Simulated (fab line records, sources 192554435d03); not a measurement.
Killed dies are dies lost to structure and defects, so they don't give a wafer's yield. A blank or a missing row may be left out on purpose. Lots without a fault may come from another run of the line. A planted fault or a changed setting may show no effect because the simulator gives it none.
Chamber matching | flow n5_finfet | N5_MOL_CONTACT_COAG_ALD_27 on ald_sin-02: 4 sister chambers
The step deposits SiOC, target thk 17 nm, pulse time 1.5 s, time 2720 s. 8 wafers are shown with their chamber, then 7 later ones without.

WAFERS WITH THEIR CHAMBER
wafer  | chamber | heater_power_w (W) | susceptor_temp_C (C)
L078.1 | 1       | 919                | 400.61
L081.5 | 1       | 902                | 400.15
L087.2 | 2       | 867                | 399.95
L091.1 | 2       | 866                | 400.09
L091.3 | 0       | 881                | 399.59
L091.6 | 3       | 666                | 399.83
L095.2 | 0       | 877                | 399.77
L095.3 | 3       | 660                | 399.57

WAFERS WITHOUT THEIR CHAMBER
wafer  | heater_power_w (W) | susceptor_temp_C (C)
L095.6 | 884                | 399.55
L096.4 | 670                | 400.03
L096.5 | 905                | 400.36
L096.6 | 891                | 400.09
L097.1 | 867                | 399.89
L097.3 | 894                | 400.53
L097.6 | 899                | 399.92

WHICH CHAMBER EACH WENT THROUGH
wafer  | from the rows above          | in truth
L095.6 | 0                            | 0
L096.4 | 3                            | 3
L096.5 | 1                            | 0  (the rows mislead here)
L096.6 | can't be placed: 0 or 1 or 2 | 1
L097.1 | can't be placed: 2 or 0      | 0
L097.3 | 1                            | 1
L097.6 | can't be placed: 1 or 0      | 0
Placed correctly: 3 of 7. Can't be placed from these rows: 3 (the true chamber is among the candidates in 3). Placed wrongly: 1.
How it was worked out, from the rows above alone: a wafer's distance from a chamber is the root of the sum, over the readings, of the square of ((its reading less the chamber's mean) divided by the reading's scatter). The wafer belongs to the nearest chamber; if the next one is less than 2 further off, it can't be placed. A chamber's mean is the mean of its shown wafers. The scatter: the root of (the sum of the squares of (reading less its chamber's mean) over the shown wafers, divided by (wafers less chambers)).
